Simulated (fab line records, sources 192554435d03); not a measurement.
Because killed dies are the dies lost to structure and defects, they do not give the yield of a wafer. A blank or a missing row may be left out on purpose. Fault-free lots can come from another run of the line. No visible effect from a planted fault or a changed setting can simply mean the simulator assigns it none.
Chamber matching || flow n5-finfet || pecvd-04 running N5_BEOL_M2_DEP_57: 3 sister chambers
The step deposits SiCN from 3MS/NH3, target thk 8 nm, time 14 s. 3 wafers are shown with their chamber, then 10 later ones without.

== WAFERS, EACH WITH ITS CHAMBER ==
{"wafer": "L081.6", "chamber": 1, "throttle-valve-pct (%)": 9.7}
{"wafer": "L084.6", "chamber": 2, "throttle-valve-pct (%)": 8.4}
{"wafer": "L086.4", "chamber": 0, "throttle-valve-pct (%)": 8.4}

== WAFERS WITHOUT THEIR CHAMBER ==
{"wafer": "L086.5", "throttle-valve-pct (%)": 8.7}
{"wafer": "L088.3", "throttle-valve-pct (%)": 8.5}
{"wafer": "L088.5", "throttle-valve-pct (%)": 9.8}
{"wafer": "L088.6", "throttle-valve-pct (%)": 8.5}
{"wafer": "L093.1", "throttle-valve-pct (%)": 8.7}
{"wafer": "L093.3", "throttle-valve-pct (%)": 8.5}
{"wafer": "L093.5", "throttle-valve-pct (%)": 8.7}
{"wafer": "L096.3", "throttle-valve-pct (%)": 8.7}
{"wafer": "L096.4", "throttle-valve-pct (%)": 9.8}
{"wafer": "L096.5", "throttle-valve-pct (%)": 8.8}

== EACH ONE'S CHAMBER ==
{"wafer": "L086.5", "from the rows above": "can't be placed: 0 or 2", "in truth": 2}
{"wafer": "L088.3", "from the rows above": "can't be placed: 0 or 2", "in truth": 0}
{"wafer": "L088.5", "from the rows above": 1, "in truth": 1}
{"wafer": "L088.6", "from the rows above": "can't be placed: 0 or 2", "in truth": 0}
{"wafer": "L093.1", "from the rows above": "can't be placed: 0 or 2", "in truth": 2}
{"wafer": "L093.3", "from the rows above": "can't be placed: 0 or 2", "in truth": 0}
{"wafer": "L093.5", "from the rows above": "can't be placed: 0 or 2", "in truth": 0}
{"wafer": "L096.3", "from the rows above": "can't be placed: 0 or 2", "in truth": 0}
{"wafer": "L096.4", "from the rows above": 1, "in truth": 1}
{"wafer": "L096.5", "from the rows above": "can't be placed: 0 or 2", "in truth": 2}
Placed correctly: 2 of 10. From these rows, 8 cannot be placed; in 8 the true chamber is one of the candidates. Placed wrongly: 0.
How it was worked out, from the rows above alone: a wafer's distance from a chamber is the root of the sum, over the readings, of the square of ((its reading less the chamber's mean) divided by the reading's scatter). If the next closest chamber is less than 2 further off than the closest, the wafer can't be placed; otherwise it belongs to the closest. Each chamber's mean is taken over the wafers shown for it. The scatter (one wafer shown for each chamber): square how far every hidden wafer sits from the nearest shown wafer, average those squares and take the square root.
